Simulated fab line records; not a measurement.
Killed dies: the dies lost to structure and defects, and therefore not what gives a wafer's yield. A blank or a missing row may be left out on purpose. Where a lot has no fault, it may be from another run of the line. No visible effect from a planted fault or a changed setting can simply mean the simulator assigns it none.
fab line records	flow n5Finfet
[record] lots = 7	wafers = 21
route steps=1938 shown BEOL_M11@1565 BEOL_M12@1608 BEOL_M13@1685 BEOL_M14@1743
startH: the number of hours between the record's first day and the start of the first shown wafer of the lot	waitH: hours from the lot's prior step to this one	" the same as in the row above	L1.1+2: one row covering several wafers at once	- no value, or no start was given	* or withheld: withheld	< > ~ a bound
route shown NAME@n: NAME is a module with steps in the file, n the number in the route of the first one	usual: mean and standard deviation over wafers with no fault	same: alike in all rows	chamber/n: place in a boat	sites: each site's reading	_std_site: standard deviation of those values	_edge_site: mean of outer sites minus mean of inner sites	radiusMm: how far each site lies from the wafer's centre	mask NAME#n: copy n	behind: the last tool/chamber to shape the wafer	hold: cause of the lot's hold/its duration in hours/its outcome	device: the n, p or np transistor that did not switch	end of line: tests run on the same wafers once the route is complete	where a step has no rows: the recipe by itself	killed: the dies lost at the first sort to structure and to defects; this is not the yield of the wafer	map: a wafer's dies, marking killed ones x, the rest . and places with no die _
set.NAME: the setting the step ran with; set.NAME@STEP: the setting that earlier step ran with	model.NAME: the simulator's own value behind a step, which no gauge read
lots where settings were altered on purpose, with a table for each step and a row for each wafer
[[steps]]
[step N5_BEOL_M11_EXPOSE_25]
[recipe] maskId = V10	na = 1.35	sourceShape = annular	sigmaInner = 0.5	sigmaOuter = 0.8	polarization = unpolarized	doseMj = 85.5
lot.wafer	tool	chamber	startH	waitH	mask	set.doseMj
L077.1+2+3	arfiScanner-01	0	257.30	-	V10#0	85.5
L082.2+6	arfiScanner-03	0	276.16	-	V10#0	83.63
L082.3	"	0	"	"	V10#0	85.5
L084.3+6	arfiScanner-02	0	291.77	-	V10#0	85.5
L084.5	"	0	"	"	V10#0	90.66
L085.1	arfiScanner-03	0	308.54	-	V10#0	85.5
L085.5+6	"	0	"	"	V10#0	88.17
L087.2+3	arfiScanner-03	0	316.23	-	V10#0	85.5
L087.6	"	0	"	"	V10#0	80.74
L089.2+6	arfiScanner-01	0	321.34	-	V10#0	85.5
L089.5	"	0	"	"	V10#0	89.8
L093.2+6	arfiScanner-03	0	358.29	-	V10#0	85.5
L093.3	"	0	"	"	V10#0	79.19
[step N5_BEOL_M11_PEB_26]
[recipe] pebTempC = withheld	pebTimeS = 60	resist = CAR-ArF
[step N5_BEOL_M11_DEVELOP_27]
[recipe] developTimeS = 30	developer = TMAH	resist = CAR-ArF	rinseLiquid = diw	dry = airSpin	devTempC = 23
[step N5_BEOL_M11_CD_MEAS_28]
[recipe] targetCdNm = 70	landingEnergyEv = 500	detector = seInlens	polarity = opening
[usual] cdNm = 70.2/0.88
lot.wafer	tool	chamber	startH	waitH	set.doseMj@BEOL_M11_EXPOSE_25	cdNm
L077.1	cdSem-03	0	257.43	-	85.5	71.6
L077.2	"	0	"	"	85.5	69.3
L077.3	"	0	"	"	85.5	70.2
L082.2	cdSem-02	0	276.28	-	83.63	69.8
L082.3	"	0	"	"	85.5	70.2
L082.6	"	0	"	"	83.63	69.0
L084.3	cdSem-02	0	291.89	-	85.5	70.2
L084.5	"	0	"	"	90.66	74.2
L084.6	"	0	"	"	85.5	70.6
L085.1	cdSem-02	0	308.67	-	85.5	70.0
L085.5	"	0	"	"	88.17	73.5
L085.6	"	0	"	"	88.17	73.7
L087.2	cdSem-02	0	316.35	-	85.5	71.4
L087.3	"	0	"	"	85.5	70.4
L087.6	"	0	"	"	80.74	66.0
L089.2	cdSem-02	0	321.47	-	85.5	69.5
L089.5	"	0	"	"	89.8	75.5
L089.6	"	0	"	"	85.5	69.5
L093.2	cdSem-01	0	358.41	-	85.5	69.1
L093.3	"	0	"	"	79.19	63.1
L093.6	"	0	"	"	85.5	70.4
[step N5_BEOL_M12_EXPOSE_07]
[recipe] maskId = V11	na = 0.93	sourceShape = conventional	sigmaOuter = 0.6	polarization = unpolarized	attpsmPhaseDeg = 180	doseMj = 32.5
lot.wafer	tool	chamber	startH	waitH	mask	set.doseMj
L077.1+2+3	krfScanner-02	0	261.31	-	V11#0	32.5
L082.2	krfScanner-02	0	279.68	-	V11#0	32.5
L082.3+6	"	0	"	"	V11#0	30.55
L084.3+5	krfScanner-01	0	295.42	-	V11#0	32.5
L084.6	"	0	"	"	V11#0	30.15
L085.1+5	krfScanner-02	0	312.79	-	V11#0	32.5
L085.6	"	0	"	"	V11#0	33.9
L087.2+3+6	krfScanner-01	0	320.46	-	V11#0	32.5
L089.2+6	krfScanner-02	0	326.42	-	V11#0	32.5
L089.5	"	0	"	"	V11#0	33.58
L093.2+6	krfScanner-01	0	361.60	-	V11#0	33.49
L093.3	"	0	"	"	V11#0	32.5
[step N5_BEOL_M12_PEB_08]
[recipe] pebTempC = 130	pebTimeS = 90
[step N5_BEOL_M12_DEVELOP_09]
[recipe] developTimeS = 45	rinseLiquid = diw	dry = airSpin	devTempC = 21
[step N5_BEOL_M12_HARDBAKE_14]
[recipe] tempC = 130	timeS = 120
[step N5_BEOL_M12_CD_MEAS_10]
[recipe] targetCdNm = 140	landingEnergyEv = 500	detector = seInlens	polarity = opening
[usual] cdNm = 141.6/2
lot.wafer	tool	chamber	startH	waitH	set.doseMj@BEOL_M12_EXPOSE_07	cdNm
L077.1	cdSem-03	0	261.49	-	32.5	142.1
L077.2	"	0	"	"	32.5	141.5
L077.3	"	0	"	"	32.5	140.1
L082.2	cdSem-01	0	279.85	-	32.5	139.4
L082.3	"	0	"	"	30.55	133.0
L082.6	"	0	"	"	30.55	133.7
L084.3	cdSem-02	0	295.58	-	32.5	140.4
L084.5	"	0	"	"	32.5	140.4
L084.6	"	0	"	"	30.15	135.4
L085.1	cdSem-03	0	312.96	-	32.5	142.1
L085.5	"	0	"	"	32.5	142.9
L085.6	"	0	"	"	33.9	148.0
L087.2	cdSem-02	0	320.63	-	32.5	141.4
L087.3	"	0	"	"	32.5	142.0
L087.6	"	0	"	"	32.5	143.1
L089.2	cdSem-03	0	326.59	-	32.5	136.6
L089.5	"	0	"	"	33.58	145.0
L089.6	"	0	"	"	32.5	141.6
L093.2	cdSem-01	0	361.76	-	33.49	145.5
L093.3	"	0	"	"	32.5	141.3
L093.6	"	0	"	"	33.49	146.2
[step N5_BEOL_M13_EXPOSE_25]
[recipe] maskId = M13	na = 0.93	sourceShape = conventional	sigmaOuter = 0.4	polarization = unpolarized	targetCdNm = 210	doseMj = 22
lot.wafer	tool	chamber	startH	waitH	mask	set.doseMj
L077.1+2+3	krfScanner-01	0	267.11	-	M13#0	22
L082.2+3+6	krfScanner-01	0	289.06	-	M13#0	22
L084.3+5+6	krfScanner-01	0	301.95	-	M13#0	22
L085.1+6	krfScanner-02	0	320.19	-	M13#0	22
L085.5	"	0	"	"	M13#0	20.63
L087.2	krfScanner-02	0	325.49	-	M13#0	22.91
L087.3+6	"	0	"	"	M13#0	22
L089.2+6	krfScanner-02	0	332.27	-	M13#0	21.38
L089.5	"	0	"	"	M13#0	22
L093.2+3	krfScanner-01	0	368.07	-	M13#0	22.58
L093.6	"	0	"	"	M13#0	22
[step N5_BEOL_M13_PEB_26]
[recipe] pebTempC = 130	pebTimeS = 90
[step N5_BEOL_M13_DEVELOP_27]
[recipe] developTimeS = 45	rinseLiquid = diw	dry = airSpin	devTempC = 21
[step N5_BEOL_M13_HARDBAKE_32]
[recipe] tempC = 130	timeS = 120
[step N5_BEOL_M13_CD_MEAS_28]
[recipe] targetCdNm = 209.5	landingEnergyEv = 500	detector = seInlens
[usual] cdNm = 209.1/1.7
lot.wafer	tool	chamber	startH	waitH	set.doseMj@BEOL_M13_EXPOSE_25	cdNm
L077.1	cdSem-02	0	267.28	-	22	212.2
L077.2	"	0	"	"	22	210.9
L077.3	"	0	"	"	22	211.0
L082.2	cdSem-02	0	289.23	-	22	211.4
L082.3	"	0	"	"	22	210.9
L082.6	"	0	"	"	22	211.3
L084.3	cdSem-02	0	302.11	-	22	210.4
L084.5	"	0	"	"	22	208.4
L084.6	"	0	"	"	22	209.6
L085.1	cdSem-01	0	320.37	-	22	209.3
L085.5	"	0	"	"	20.63	200.1
L085.6	"	0	"	"	22	209.3
L087.2	cdSem-03	0	325.66	-	22.91	215.5
L087.3	"	0	"	"	22	207.2
L087.6	"	0	"	"	22	210.1
L089.2	cdSem-03	0	332.44	-	21.38	203.3
L089.5	"	0	"	"	22	210.3
L089.6	"	0	"	"	21.38	204.7
L093.2	cdSem-02	0	368.25	-	22.58	209.0
L093.3	"	0	"	"	22.58	210.4
L093.6	"	0	"	"	22	207.5
[step N5_BEOL_M13_DESCUM_33]
[recipe] chemistry = O2	timeS = 7.9	sourcePowerW = 50	biasPowerW = 20	pressureMtorr = 20	rfFrequencyHz = 2.712e+07	tempC = 40	o2FlowSccm = 225
lot.wafer	tool	chamber	startH	waitH	set.doseMj@BEOL_M13_EXPOSE_25	model.BEOL_M13.cdNm
L077.1	rieDiel-06	0	267.85	0.5	22	212.2
L077.2	"	3	"	"	22	211.4
L077.3	"	1	"	"	22	211.2
L082.2+6	rieDiel-06	0,2	289.32	0.0	22	211.4
L082.3	"	2	"	"	22	210.8
L084.3+6	rieDiel-02	0,1	302.34	0.2	22	210
L084.5	"	0	"	"	22	208.4
L085.1+6	rieDiel-06	3	320.46	0.0	22	209.4
L085.5	"	0	"	"	20.63	200.2
L087.2	rieDiel-06	1	325.74	0.0	22.91	215.2
L087.3	"	2	"	"	22	207.6
L087.6	"	1	"	"	22	210.2
L089.2	rieDiel-02	0	332.53	0.0	21.38	203.6
L089.5	"	2	"	"	22	210.4
L089.6	"	3	"	"	21.38	204.4
L093.2	rieDiel-02	2	368.58	0.3	22.58	209.2
L093.3	"	3	"	"	22.58	210.4
L093.6	"	1	"	"	22	207.4
[step N5_BEOL_M13_TRENCH_ETCH_34]
[recipe] chemistry = C4F8/O2/Ar	target = SiOC	targetDepthA = 4134.7	maskMaterial = SOC	pressureMtorr = 30	sourceW = 3000	biasW = 700	Ar_flow_sccm = 400	C4F8_flow_sccm = 15	O2_flow_sccm = 8	heInnerTorr = 15	heOuterTorr = 30	timeS = 162.6	ionEnergyEv = 250
lot.wafer	tool	chamber	startH	waitH	set.timeS	model.etch.depthNm
L077.1	rieDiel-06	0	268.25	0.0	162.6	402.8
L077.2	"	3	"	"	162.6	411.1
L077.3	"	1	"	"	162.6	406.5
L082.2	rieDiel-06	0	289.72	0.0	174.1	427.6
L082.3	"	2	"	"	174.1	439
L082.6	"	2	"	"	162.6	408.6
L084.3	rieDiel-02	0	302.74	0.0	149.1	378.1
L084.5	"	0	"	"	149.1	379.1
L084.6	"	1	"	"	162.6	416.1
L085.1	rieDiel-06	3	320.86	0.0	162.6	417
L085.5	"	0	"	"	162.6	412.9
L085.6	"	3	"	"	162.6	417.8
L087.2	rieDiel-06	1	326.15	0.0	162.6	418.2
L087.3	"	2	"	"	162.6	412.5
L087.6	"	1	"	"	162.6	421.7
L089.2	rieDiel-02	0	332.93	0.0	162.6	409.8
L089.5	"	2	"	"	173.5	443.5
L089.6	"	3	"	"	173.5	445.4
L093.2	rieDiel-02	2	368.98	0.0	162.6	416.7
L093.3	"	3	"	"	162.6	420.9
L093.6	"	1	"	"	192.6	501.7
[step N5_BEOL_M13_STRIP_70]
[recipe] chemistry = C4F8/O2/Ar	resist = SiARC	rfFrequencyHz = 6e+07
[step N5_BEOL_M13_OCD_MEAS_35]
[usual] trenchDepthNm = 413/7.9
lot.wafer	tool	chamber	startH	waitH	set.timeS@BEOL_M13_TRENCH_ETCH_34	trenchDepthNm
L077.1	ocd-02	-	268.43	0.0	162.6	402
L077.2	"	-	"	"	162.6	411
L077.3	"	-	"	"	162.6	407
L082.2	ocd-02	-	289.89	0.0	174.1	427
L082.3	"	-	"	"	174.1	439
L082.6	"	-	"	"	162.6	408
L084.3	ocd-02	-	302.93	0.0	149.1	378
L084.5	"	-	"	"	149.1	379
L084.6	"	-	"	"	162.6	416
L085.1	ocd-02	-	321.03	0.0	162.6	417
L085.5	"	-	"	"	162.6	413
L085.6	"	-	"	"	162.6	418
L087.2	ocd-02	-	326.32	0.0	162.6	418
L087.3	"	-	"	"	162.6	413
L087.6	"	-	"	"	162.6	422
L089.2	ocd-02	-	333.11	0.0	162.6	409
L089.5	"	-	"	"	173.5	444
L089.6	"	-	"	"	173.5	445
L093.2	ocd-02	-	369.16	0.0	162.6	416
L093.3	"	-	"	"	162.6	421
L093.6	"	-	"	"	192.6	502
[step N5_BEOL_M13_STRIP_37]
[recipe] chemistry = N2/H2	powerW = 1000	tempC = 250	h2Frac = 0.65	overashFraction = 0.3	pressureMtorr = withheld	n2FlowSccm = 1750	h2FlowSccm = 3250
[step N5_BEOL_M13_ETCH_38]
[recipe] chemistry = CF4/N2	target = SiCN	targetDepthA = 675	taperDeg = 2	timeS = 71.9	ionEnergyEv = 150	maskMaterial = SiO2	pressureMtorr = 40	sourceW = 430	biasW = 70	Ar_flow_sccm = 100	cf4FlowSccm = 60	n2FlowSccm = 60
[step N5_BEOL_M13_ECD_47]
[recipe] material = Cu	targetThkA = 9360
[step N5_BEOL_M13_ANNEAL_48]
[recipe] tempC = 225	timeS = 90	ambient = N2
[step N5_BEOL_M13_CMP_49]
[recipe] stopOn = SiOC	tOverpolishS = 17.1	downForcePsi = 1	platenRpm = 50	clearingPlatenDownForcePsi = 1.5	clearingPlatenRpm = 50	postCmpClean = cuAlkaline	targetThkNm = 420	clearingPlatenPadVelocityMS = 0.99484	padVelocityMS = 0.99484
lot.wafer	tool	chamber	startH	waitH	set.timeS@BEOL_M13_TRENCH_ETCH_34	model.Cu_of_BEOL_M13_ECD_47.thkNm
L077.1	cmp-03	0	269.77	0.3	162.6	408.4
L077.2	"	1	"	"	162.6	416.6
L077.3	"	2	"	"	162.6	413
L082.3	cmp-03	3	292.07	0.2	174.1	442.8
L082.2	"	0	"	"	174.1	432.6
L082.6	"	3	"	"	162.6	412.4
L084.3+5	cmp-04	3,0	305.71	0.2	149.1	385.6
L084.6	"	3	"	"	162.6	423.2
L085.1	cmp-04	2	323.32	0.3	162.6	425.2
L085.6	"	2	"	"	162.6	426.8
L085.5	"	3	"	"	162.6	418
L087.2	cmp-01	2	328.28	0.2	162.6	423.6
L087.3	"	0	"	"	162.6	415.8
L087.6	"	1	"	"	162.6	425.8
L089.2	cmp-03	3	337.65	0.3	162.6	414.8
L089.6	"	1	"	"	173.5	453
L089.5	"	2	"	"	173.5	451
L093.2	cmp-03	1	372.60	0.2	162.6	423.2
L093.3	"	0	"	"	162.6	426.6
L093.6	"	2	"	"	192.6	508.6
[step N5_BEOL_M13_THK_MEAS_50]
[recipe] thkMeasGauge = xrf	reads = Cu_of_BEOL_M13_ECD_47
[usual] M13_THK = 430/8.8
lot.wafer	tool	chamber	startH	waitH	set.timeS@BEOL_M13_TRENCH_ETCH_34	M13_THK[nm]
L077.1	filmMetro-01	-	270.03	-	162.6	417
L077.2	"	-	"	"	162.6	427
L077.3	"	-	"	"	162.6	425
L082.2	filmMetro-02	-	292.33	-	174.1	443
L082.3	"	-	"	"	174.1	453
L082.6	"	-	"	"	162.6	423
L084.3	filmMetro-02	-	306.01	-	149.1	398
L084.5	"	-	"	"	149.1	397
L084.6	"	-	"	"	162.6	437
L085.1	filmMetro-02	-	323.61	-	162.6	432
L085.5	"	-	"	"	162.6	424
L085.6	"	-	"	"	162.6	434
L087.2	filmMetro-02	-	328.53	-	162.6	438
L087.3	"	-	"	"	162.6	431
L087.6	"	-	"	"	162.6	441
L089.2	filmMetro-01	-	337.87	-	162.6	425
L089.5	"	-	"	"	173.5	463
L089.6	"	-	"	"	173.5	462
L093.2	filmMetro-01	-	372.90	-	162.6	433
L093.3	"	-	"	"	162.6	436
L093.6	"	-	"	"	192.6	518
[step N5_BEOL_M13_PRE_CLEAN_52]
[recipe] gas = NH3	timeS = 15	tempC = withheld	rfPowerW = 300
[step N5_BEOL_M13_DEP_53]
[recipe] material = SiCN	targetThkA = 500	tempC = withheld	precursor = 3MS/NH3	pressureTorr = 3	rfW = 675	timeS = 17.8
[step N5_BEOL_M13_RS_MEAS_54]
[recipe] thkMeasGauge = four-point-probe	reads = Cu_of_BEOL_M13_ECD_47+Ta_of_BEOL_M13_SPUTTER_44+TaN_of_BEOL_M13_SPUTTER_43
[usual] M13_RS = 0.0449/0.00091
lot.wafer	tool	chamber	startH	waitH	set.timeS@BEOL_M13_TRENCH_ETCH_34	M13_RS[ohm/sq]
L077.1	filmMetro-01	-	270.16	0.0	162.6	0.0461
L077.2	"	-	"	"	162.6	0.0453
L077.3	"	-	"	"	162.6	0.0456
L082.2	filmMetro-02	-	292.46	0.1	174.1	0.0437
L082.3	"	-	"	"	174.1	0.0426
L082.6	"	-	"	"	162.6	0.0459
L084.3	filmMetro-01	-	306.14	0.1	149.1	0.0489
L084.5	"	-	"	"	149.1	0.0491
L084.6	"	-	"	"	162.6	0.0445
L085.1	filmMetro-01	-	323.74	0.0	162.6	0.0444
L085.5	"	-	"	"	162.6	0.0450
L085.6	"	-	"	"	162.6	0.0440
L087.2	filmMetro-02	-	328.66	0.1	162.6	0.0446
L087.3	"	-	"	"	162.6	0.0454
L087.6	"	-	"	"	162.6	0.0443
L089.2	filmMetro-01	-	338.00	0.1	162.6	0.0454
L089.5	"	-	"	"	173.5	0.0416
L089.6	"	-	"	"	173.5	0.0415
L093.2	filmMetro-01	-	373.03	0.1	162.6	0.0444
L093.3	"	-	"	"	162.6	0.0442
L093.6	"	-	"	"	192.6	0.0368
[step N5_BEOL_M14_PEB_26]
[recipe] pebTempC = 130	pebTimeS = 90
lot.wafer	tool	chamber	startH	waitH	set.pebTempC
L077.1+2+3	lithoTrack-03	0	271.71	0.1	130
L082.2+6	lithoTrack-03	0	294.46	0.0	127.3
L082.3	"	0	"	"	130
L084.3	lithoTrack-04	0	307.43	0.0	130
L084.5+6	"	0	"	"	133.2
L085.1+5+6	lithoTrack-01	0	325.16	0.1	130
L087.2+6	lithoTrack-04	0	330.08	0.0	130
L087.3	"	0	"	"	128.6
L089.2	lithoTrack-03	0	339.47	0.0	128.3
L089.5+6	"	0	"	"	130
L093.2+6	lithoTrack-03	0	374.75	0.0	130
L093.3	"	0	"	"	131.8
[step N5_BEOL_M14_DEVELOP_27]
[recipe] developTimeS = 45	rinseLiquid = diw	dry = airSpin	devTempC = 21
[step N5_BEOL_M14_HARDBAKE_32]
[recipe] tempC = 130	timeS = 120
[step N5_BEOL_M14_CD_MEAS_28]
[recipe] targetCdNm = 284.4	landingEnergyEv = 500	detector = seInlens
[usual] cdNm = 284.4/2.4
lot.wafer	tool	chamber	startH	waitH	set.pebTempC@BEOL_M14_PEB_26	cdNm
L077.1	cdSem-02	0	271.82	-	130	286.9
L077.2	"	0	"	"	130	283.1
L077.3	"	0	"	"	130	283.1
L082.2	cdSem-01	0	294.57	-	127.3	271.5
L082.3	"	0	"	"	130	287.9
L082.6	"	0	"	"	127.3	269.8
L084.3	cdSem-01	0	307.55	-	130	286.9
L084.5	"	0	"	"	133.2	297.3
L084.6	"	0	"	"	133.2	300.6
L085.1	cdSem-02	0	325.27	-	130	278.9
L085.5	"	0	"	"	130	280.3
L085.6	"	0	"	"	130	283.6
L087.2	cdSem-01	0	330.20	-	130	281.8
L087.3	"	0	"	"	128.6	277.4
L087.6	"	0	"	"	130	283.5
L089.2	cdSem-01	0	339.58	-	128.3	275.2
L089.5	"	0	"	"	130	286.7
L089.6	"	0	"	"	130	286.8
L093.2	cdSem-01	0	374.86	-	130	286.1
L093.3	"	0	"	"	131.8	294.3
L093.6	"	0	"	"	130	283.8
[step N5_BEOL_M14_DESCUM_33]
[recipe] chemistry = O2	timeS = 7.9	sourcePowerW = 50	biasPowerW = 20	pressureMtorr = 20	rfFrequencyHz = 2.712e+07	tempC = 40	o2FlowSccm = 225
lot.wafer	tool	chamber	startH	waitH	set.pebTempC@BEOL_M14_PEB_26	model.BEOL_M14.cdNm
L077.1	rieDiel-03	2	271.91	0.0	130	287.2
L077.2	"	1	"	"	130	282.8
L077.3	"	0	"	"	130	283.4
L082.2	rieDiel-03	3	294.86	0.2	127.3	271.4
L082.3	"	2	"	"	130	287.4
L082.6	"	0	"	"	127.3	269.6
L084.3	rieDiel-04	3	307.63	0.0	130	287.2
L084.5	"	1	"	"	133.2	297
L084.6	"	2	"	"	133.2	300.8
L085.1	rieDiel-03	3	325.39	0.1	130	279
L085.5	"	2	"	"	130	280
L085.6	"	3	"	"	130	283.8
L087.2	rieDiel-04	3	330.28	0.0	130	282
L087.3	"	2	"	"	128.6	277.6
L087.6	"	1	"	"	130	283.4
L089.2	rieDiel-03	1	339.74	0.1	128.3	275
L089.5+6	"	1,2	"	"	130	286.6
L093.2	rieDiel-04	2	374.95	0.0	130	285.6
L093.3	"	0	"	"	131.8	294.6
L093.6	"	1	"	"	130	283.6
[step N5_BEOL_M14_ETCH_67]
[recipe] chemistry = CF4	target = SiARC	targetDepthA = 1430	timeS = 238.3	ionEnergyEv = 80	pressureMtorr = 40	sourceW = 545	biasW = 36	Ar_flow_sccm = 100	cf4FlowSccm = 100	ends = cleared
lot.wafer	tool	chamber	startH	waitH	set.pebTempC@BEOL_M14_PEB_26	model.BEOL_M14.cdNm
L077.1	rieDiel-03	2	271.95	0.0	130	281.6
L077.2	"	1	"	"	130	279.2
L077.3	"	0	"	"	130	278.4
L082.2	rieDiel-03	3	294.90	0.0	127.3	267.6
L082.3	"	2	"	"	130	282.2
L082.6	"	0	"	"	127.3	265.6
L084.3	rieDiel-04	3	307.67	0.0	130	283
L084.5	"	1	"	"	133.2	292
L084.6	"	2	"	"	133.2	295.6
L085.1	rieDiel-03	3	325.42	0.0	130	274.8
L085.5	"	2	"	"	130	275.2
L085.6	"	3	"	"	130	279.8
L087.2	rieDiel-04	3	330.32	0.0	130	277.8
L087.3	"	2	"	"	128.6	272.6
L087.6	"	1	"	"	130	278.4
L089.2	rieDiel-03	1	339.78	0.0	128.3	270.6
L089.5	"	1	"	"	130	282.2
L089.6	"	2	"	"	130	281
L093.2	rieDiel-04	2	374.99	0.0	130	279.6
L093.3	"	0	"	"	131.8	290.6
L093.6	"	1	"	"	130	279.4
[[key]]
[split] step = N5_BEOL_M11_EXPOSE_25	setting = doseMj	stated = 85.5	by = wafer
[response] step = N5_BEOL_M11_CD_MEAS_28	reading = cdNm	change = +0.881	per = 1%	r = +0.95
[split] step = N5_BEOL_M12_EXPOSE_07	setting = doseMj	stated = 32.5	by = wafer
[response] step = N5_BEOL_M12_CD_MEAS_10	reading = cdNm	change = +1.02	per = 1%	r = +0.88
[split] step = N5_BEOL_M13_EXPOSE_25	setting = doseMj	stated = 22	by = wafer
[response] step = N5_BEOL_M13_CD_MEAS_28	reading = cdNm	change = +1.54	per = 1%	r = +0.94
[response] step = N5_BEOL_M13_DESCUM_33	reading = model.BEOL_M13.cdNm	change = +1.52	per = 1%	r = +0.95
[split] step = N5_BEOL_M13_TRENCH_ETCH_34	setting = timeS	stated = 162.6	by = wafer
[response] step = N5_BEOL_M13_TRENCH_ETCH_34	reading = model.etch.depthNm	change = +4.46	per = 1%	r = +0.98
[response] step = N5_BEOL_M13_OCD_MEAS_35	reading = trenchDepthNm	change = +4.48	per = 1%	r = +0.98
[response] step = N5_BEOL_M13_CMP_49	reading = model.Cu_of_BEOL_M13_ECD_47.thkNm	change = +4.53	per = 1%	r = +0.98
[response] step = N5_BEOL_M13_THK_MEAS_50	reading = M13_THK	change = +4.56	per = 1%	r = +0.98
[response] step = N5_BEOL_M13_RS_MEAS_54	reading = M13_RS	change = -0.000436	per = 1%	r = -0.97
[split] step = N5_BEOL_M14_PEB_26	setting = pebTempC	stated = 130	by = wafer
[response] step = N5_BEOL_M14_CD_MEAS_28	reading = cdNm	change = +6.56	per = 1%	r = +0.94
[response] step = N5_BEOL_M14_DESCUM_33	reading = model.BEOL_M14.cdNm	change = +6.49	per = 1%	r = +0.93
[response] step = N5_BEOL_M14_ETCH_67	reading = model.BEOL_M14.cdNm	change = +6.24	per = 1%	r = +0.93
